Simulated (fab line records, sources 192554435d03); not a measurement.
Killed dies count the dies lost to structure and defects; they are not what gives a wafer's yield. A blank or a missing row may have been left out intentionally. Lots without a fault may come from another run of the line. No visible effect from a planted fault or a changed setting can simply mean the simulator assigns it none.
Chamber matching :: flow n5Finfet :: rieDiel-02 running N5_BEOL_M9_ETCH_65: 4 sister chambers
The step etches SiARC in CF4, target depth 15.6 nm, time 26 s. 27 wafers are shown with their chamber, then 12 later ones without.

== WAFERS, EACH WITH ITS CHAMBER ==
wafer: L075.2
chamber: 1
showerheadPlenumPTorr (Torr): 2.13
drypumpMotorCurrentA (A): 6.4
throttleValvePct (%): 15.51

wafer: L075.5
chamber: 3
showerheadPlenumPTorr (Torr): 2.27
drypumpMotorCurrentA (A): 5.6
throttleValvePct (%): 15.43

wafer: L075.6
chamber: 2
showerheadPlenumPTorr (Torr): 2.17
drypumpMotorCurrentA (A): 6.3
throttleValvePct (%): 15.31

wafer: L077.2
chamber: 3
showerheadPlenumPTorr (Torr): 2.27
drypumpMotorCurrentA (A): 5.5
throttleValvePct (%): 15.45

wafer: L077.4
chamber: 2
showerheadPlenumPTorr (Torr): 2.16
drypumpMotorCurrentA (A): 6.3
throttleValvePct (%): 15.33

wafer: L077.5
chamber: 3
showerheadPlenumPTorr (Torr): 2.27
drypumpMotorCurrentA (A): 5.5
throttleValvePct (%): 15.45

wafer: L079.2
chamber: 0
showerheadPlenumPTorr (Torr): 2.11
drypumpMotorCurrentA (A): 6.3
throttleValvePct (%): 15.68

wafer: L079.3
chamber: 3
showerheadPlenumPTorr (Torr): 2.27
drypumpMotorCurrentA (A): 5.5
throttleValvePct (%): 15.44

wafer: L079.4
chamber: 1
showerheadPlenumPTorr (Torr): 2.13
drypumpMotorCurrentA (A): 6.4
throttleValvePct (%): 15.53

wafer: L080.1
chamber: 2
showerheadPlenumPTorr (Torr): 2.16
drypumpMotorCurrentA (A): 6.4
throttleValvePct (%): 15.33

wafer: L080.3
chamber: 3
showerheadPlenumPTorr (Torr): 2.27
drypumpMotorCurrentA (A): 5.5
throttleValvePct (%): 15.44

wafer: L080.4
chamber: 0
showerheadPlenumPTorr (Torr): 2.11
drypumpMotorCurrentA (A): 6.3
throttleValvePct (%): 15.65

wafer: L081.3
chamber: 2
showerheadPlenumPTorr (Torr): 2.16
drypumpMotorCurrentA (A): 6.4
throttleValvePct (%): 15.32

wafer: L081.5
chamber: 2
showerheadPlenumPTorr (Torr): 2.16
drypumpMotorCurrentA (A): 6.4
throttleValvePct (%): 15.35

wafer: L081.6
chamber: 1
showerheadPlenumPTorr (Torr): 2.13
drypumpMotorCurrentA (A): 6.4
throttleValvePct (%): 15.52

wafer: L082.1
chamber: 2
showerheadPlenumPTorr (Torr): 2.16
drypumpMotorCurrentA (A): 6.3
throttleValvePct (%): 15.34

wafer: L082.3
chamber: 3
showerheadPlenumPTorr (Torr): 2.26
drypumpMotorCurrentA (A): 5.5
throttleValvePct (%): 15.45

wafer: L082.5
chamber: 0
showerheadPlenumPTorr (Torr): 2.11
drypumpMotorCurrentA (A): 6.3
throttleValvePct (%): 15.67

wafer: L083.3
chamber: 0
showerheadPlenumPTorr (Torr): 2.11
drypumpMotorCurrentA (A): 6.3
throttleValvePct (%): 15.67

wafer: L083.4
chamber: 1
showerheadPlenumPTorr (Torr): 2.12
drypumpMotorCurrentA (A): 6.4
throttleValvePct (%): 15.53

wafer: L083.5
chamber: 0
showerheadPlenumPTorr (Torr): 2.11
drypumpMotorCurrentA (A): 6.3
throttleValvePct (%): 15.67

wafer: L084.2
chamber: 3
showerheadPlenumPTorr (Torr): 2.26
drypumpMotorCurrentA (A): 5.5
throttleValvePct (%): 15.45

wafer: L084.5
chamber: 2
showerheadPlenumPTorr (Torr): 2.16
drypumpMotorCurrentA (A): 6.3
throttleValvePct (%): 15.34

wafer: L084.6
chamber: 1
showerheadPlenumPTorr (Torr): 2.12
drypumpMotorCurrentA (A): 6.4
throttleValvePct (%): 15.55

wafer: L085.1
chamber: 1
showerheadPlenumPTorr (Torr): 2.12
drypumpMotorCurrentA (A): 6.4
throttleValvePct (%): 15.55

wafer: L085.3
chamber: 0
showerheadPlenumPTorr (Torr): 2.11
drypumpMotorCurrentA (A): 6.3
throttleValvePct (%): 15.68

wafer: L085.6
chamber: 0
showerheadPlenumPTorr (Torr): 2.11
drypumpMotorCurrentA (A): 6.3
throttleValvePct (%): 15.69

SIGNATURES (averages over the wafers above)
reading: showerheadPlenumPTorr
chamber 0: 2.1100
chamber 1: 2.1250
chamber 2: 2.1614
chamber 3: 2.2671
scatter within a chamber: 0.00406

reading: drypumpMotorCurrentA
chamber 0: 6.300
chamber 1: 6.400
chamber 2: 6.343
chamber 3: 5.514
scatter within a chamber: 0.0334

reading: throttleValvePct
chamber 0: 15.6729
chamber 1: 15.5317
chamber 2: 15.3314
chamber 3: 15.4443
scatter within a chamber: 0.0127
Rule: a wafer's distance from a chamber is the root of the sum, over the readings, of the square of ((its reading less the chamber's mean) divided by the reading's scatter). If the next closest chamber is less than 2 further off than the closest, the wafer can't be placed; otherwise it belongs to the closest. The scatter: the root of (the sum of the squares of (reading less its chamber's mean) over the shown wafers, divided by (wafers less chambers)).

== WAFERS WITH NO CHAMBER GIVEN ==
wafer: L087.1
showerheadPlenumPTorr (Torr): 2.15
drypumpMotorCurrentA (A): 6.4
throttleValvePct (%): 15.41

wafer: L087.2
showerheadPlenumPTorr (Torr): 2.25
drypumpMotorCurrentA (A): 5.5
throttleValvePct (%): 15.50

wafer: L087.5
showerheadPlenumPTorr (Torr): 2.12
drypumpMotorCurrentA (A): 6.4
throttleValvePct (%): 15.58

wafer: L086.1
showerheadPlenumPTorr (Torr): 2.25
drypumpMotorCurrentA (A): 5.5
throttleValvePct (%): 15.52

wafer: L086.5
showerheadPlenumPTorr (Torr): 2.25
drypumpMotorCurrentA (A): 5.6
throttleValvePct (%): 15.51

wafer: L086.6
showerheadPlenumPTorr (Torr): 2.10
drypumpMotorCurrentA (A): 6.3
throttleValvePct (%): 15.73

wafer: L088.1
showerheadPlenumPTorr (Torr): 2.15
drypumpMotorCurrentA (A): 6.3
throttleValvePct (%): 15.41

wafer: L088.2
showerheadPlenumPTorr (Torr): 2.10
drypumpMotorCurrentA (A): 6.3
throttleValvePct (%): 15.71

wafer: L088.4
showerheadPlenumPTorr (Torr): 2.11
drypumpMotorCurrentA (A): 6.4
throttleValvePct (%): 15.60

wafer: L094.1
showerheadPlenumPTorr (Torr): 2.10
drypumpMotorCurrentA (A): 6.3
throttleValvePct (%): 15.73

wafer: L094.4
showerheadPlenumPTorr (Torr): 2.15
drypumpMotorCurrentA (A): 6.3
throttleValvePct (%): 15.38

wafer: L094.5
showerheadPlenumPTorr (Torr): 2.25
drypumpMotorCurrentA (A): 5.5
throttleValvePct (%): 15.52

== CHAMBER TAKEN BY EACH ==
wafer: L087.1
from the rows above: 2
in truth: 2

wafer: L087.2
from the rows above: 3
in truth: 3

wafer: L087.5
from the rows above: 1
in truth: 1

wafer: L086.1
from the rows above: 3
in truth: 3

wafer: L086.5
from the rows above: 3
in truth: 3

wafer: L086.6
from the rows above: 0
in truth: 0

wafer: L088.1
from the rows above: 2
in truth: 2

wafer: L088.2
from the rows above: 0
in truth: 0

wafer: L088.4
from the rows above: can't be placed: 0 or 1
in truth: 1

wafer: L094.1
from the rows above: 0
in truth: 0

wafer: L094.4
from the rows above: 2
in truth: 2

wafer: L094.5
from the rows above: 3
in truth: 3
11 of 12 placed correctly. Not placeable from these rows: 1 (in 1, the candidates include the true chamber). Placed wrongly: 0.
